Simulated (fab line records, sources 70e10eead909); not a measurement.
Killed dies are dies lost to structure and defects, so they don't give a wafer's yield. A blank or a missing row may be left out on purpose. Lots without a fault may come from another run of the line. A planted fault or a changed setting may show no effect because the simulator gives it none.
Chamber matching | flow nand_harc | NHARC_A_SLIT_ETCH_24 on rie_diel-10: 4 sister chambers
The step etches the open film in CF4/CHF3, target depth 121 nm, time 60.5 s. 18 wafers are shown with their chamber, then 9 later ones without.

WAFERS WITH THEIR CHAMBER
wafer  | chamber | drypump_motor_current_A (A) | showerhead_plenum_p_Torr (Torr) | rf_vpp_V (V)
L075.1 | 3       | 5.1                         | 1.68                            | 374.9
L075.2 | 2       | 6.4                         | 1.50                            | 368.9
L075.4 | 0       | 5.4                         | 1.57                            | 370.6
L077.1 | 0       | 5.4                         | 1.57                            | 369.8
L077.2 | 2       | 6.4                         | 1.50                            | 369.2
L077.3 | 3       | 5.1                         | 1.68                            | 373.5
L078.1 | 2       | 6.4                         | 1.50                            | 370.4
L078.4 | 1       | 6.3                         | 1.60                            | 371.1
L078.5 | 3       | 5.1                         | 1.68                            | 373.7
L079.4 | 2       | 6.4                         | 1.50                            | 366.8
L079.5 | 0       | 5.4                         | 1.57                            | 369.4
L079.6 | 1       | 6.3                         | 1.60                            | 371.4
L082.2 | 2       | 6.5                         | 1.50                            | 366.6
L082.5 | 3       | 5.1                         | 1.68                            | 374.3
L082.6 | 2       | 6.4                         | 1.50                            | 369.0
L086.2 | 2       | 6.4                         | 1.50                            | 368.9
L086.3 | 1       | 6.3                         | 1.59                            | 371.2
L086.5 | 3       | 5.1                         | 1.68                            | 373.3

SIGNATURES (means of the wafers above)
reading                  | chamber 0 | chamber 1 | chamber 2 | chamber 3 | scatter within a chamber
drypump_motor_current_A  | 5.400     | 6.300     | 6.414     | 5.100     | 0.0247
showerhead_plenum_p_Torr | 1.5700    | 1.5967    | 1.5000    | 1.6800    | 0.00218
rf_vpp_V                 | 369.933   | 371.233   | 368.543   | 373.940   | 0.988
Rule: a wafer's distance from a chamber is the root of the sum, over the readings, of the square of ((its reading less the chamber's mean) divided by the reading's scatter). The wafer belongs to the nearest chamber; if the next one is less than 2 further off, it can't be placed. The scatter: the root of (the sum of the squares of (reading less its chamber's mean) over the shown wafers, divided by (wafers less chambers)).

WAFERS WITHOUT THEIR CHAMBER
wafer  | drypump_motor_current_A (A) | showerhead_plenum_p_Torr (Torr) | rf_vpp_V (V)
L090.2 | 5.1                         | 1.68                            | 373.1
L090.3 | 5.4                         | 1.57                            | 369.9
L090.6 | 5.1                         | 1.68                            | 374.2
L093.1 | 5.1                         | 1.68                            | 374.3
L093.3 | 6.4                         | 1.50                            | 367.9
L093.5 | 5.1                         | 1.68                            | 374.0
L094.3 | 6.3                         | 1.59                            | 371.8
L094.4 | 5.4                         | 1.57                            | 370.1
L094.5 | 5.1                         | 1.68                            | 373.5

WHICH CHAMBER EACH WENT THROUGH
wafer  | from the rows above | in truth
L090.2 | 3                   | 3
L090.3 | 0                   | 0
L090.6 | 3                   | 3
L093.1 | 3                   | 3
L093.3 | 2                   | 2
L093.5 | 3                   | 3
L094.3 | 1                   | 1
L094.4 | 0                   | 0
L094.5 | 3                   | 3
Placed correctly: 9 of 9. Can't be placed from these rows: 0. Placed wrongly: 0.
